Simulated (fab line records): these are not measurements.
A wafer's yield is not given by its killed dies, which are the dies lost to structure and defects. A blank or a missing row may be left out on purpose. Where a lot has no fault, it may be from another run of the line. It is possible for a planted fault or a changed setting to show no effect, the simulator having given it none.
Comparing a struck lot with a sound one ; flow n5-finfet ; 15 out of 1938 route steps
Sound: wafers L178.3, L178.4, L178.6. Struck: wafer L186.4. (L186.1, L186.2 of the same lot were not struck and are left out.) The cause comes at the end.
Each step with rows lists, per side, the tool, then ch with its chambers, then its first start. Under that, the readings that differ: sound wafers ; struck wafers ; difference of the means ; sigmas: that difference in standard deviations of wafers without a fault.
alike: words and numbers the same on both sides, and readings whose means are apart by under 2 such deviations; not compared: readings that were withheld, readings missing a value for some wafer, numbers with overlapping values and no deviation given by the record, and bounds like >300 which may hide the same value.
The two part at a step that has a row with sigmas, a row that says differs or no value, or rows on one side only. Numbers that don't overlap but have no deviation are shown without sigmas and don't part them. Lack of a reading on every wafer of one side parts them only where that side has two or more wafers.

first, 9 steps without rows for these wafers: N5_BEOL_M1_COAT_67 (time 60 s, resist thk 60 nm); N5_BEOL_M1_COAT_68 (time 60 s, resist thk 12 nm); N5_BEOL_M1_COAT_76 (time 60 s, resist thk 5 nm); N5_BEOL_M1_COAT_22 (resist thk 30 nm); N5_BEOL_M1_EBR_24; N5_BEOL_M1_SOFTBAKE_23 (time 60 s); N5_BEOL_M1_EXPOSE_25 (exposes mask V0, defocus 5 nm, target cd 24 nm); N5_BEOL_M1_PEB_26 (peb time 60 s); N5_BEOL_M1_DEVELOP_27 (develop time 30 s).
N5_BEOL_M1_CD_MEAS_28: target cd y 23.3 nm.
  sound on cd-sem-03 ch 0, day 6 11:55; struck on cd-sem-01 ch 0, day 8 13:22
  alike: cd-nm
N5_BEOL_M1_OVL_MEAS_29:
  sound on overlay-02 ch 0, day 6 11:58; struck on overlay-02 ch 0, day 8 13:23
  alike: V0_OVL
N5_BEOL_M1_INSPECT_30: inspects for defects (brightfield).
  sound on defect-inspect-01, day 6 12:01; struck on defect-inspect-02, day 8 13:27
  alike: raw-defect-count
N5_BEOL_M1_DESCUM_33: chemistry O2, time 7 s.
  sound on rie-diel-05 ch 0,3, day 6 12:07; struck on rie-diel-01 ch 0, day 8 13:31
reading;sound;struck;difference;sigmas
oes-product-au (a.u.);0.71 0.90 0.90;0.66;-0.18;-2
model.CAR-EUV_of_BEOL_M1_COAT_22.thk-nm (nm);26.2 26 26.2;25.8;-0.3;
  alike: drypump-motor-current-A, rf-vpp-V, showerhead-plenum-p-Torr, throttle-valve-pct
  not compared: rf-hours-counter-h
N5_BEOL_M1_ETCH_77: etches underlayer in N2/H2, target depth 6.5 nm, time 5.2 s.
  sound on rie-diel-05 ch 0,3, day 6 12:09; struck on rie-diel-01 ch 0, day 8 13:32
  alike: drypump-motor-current-A, etch-rf-on-time-s, oes-product-au, rf-vpp-V, showerhead-plenum-p-Torr, throttle-valve-pct
  not compared: rf-hours-counter-h
N5_BEOL_M4_RC_MEAS_101:
  sound on prober-01 ch 0, day 8 07:29; struck on prober-02 ch 0, day 10 02:36
reading;sound;struck;difference;sigmas
IOFF_N (nA/um);0.159 0.148 0.187;0.220;+0.055;+2
ION_N (uA/um);666 660 678;696;+28;+3
  alike: DIBL_N, DIBL_P, IOFF_P, ION_P, SS_N, SS_P, VT_N, VT_P

== WHERE THEY PART ==
Earliest at N5_BEOL_M1_DESCUM_33; latest, in this record, at N5_BEOL_M4_RC_MEAS_101.

WHY: what the simulator had put in
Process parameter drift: rie-diel-01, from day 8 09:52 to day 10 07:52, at N5_BEOL_M1_DESCUM_33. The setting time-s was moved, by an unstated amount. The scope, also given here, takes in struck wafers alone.
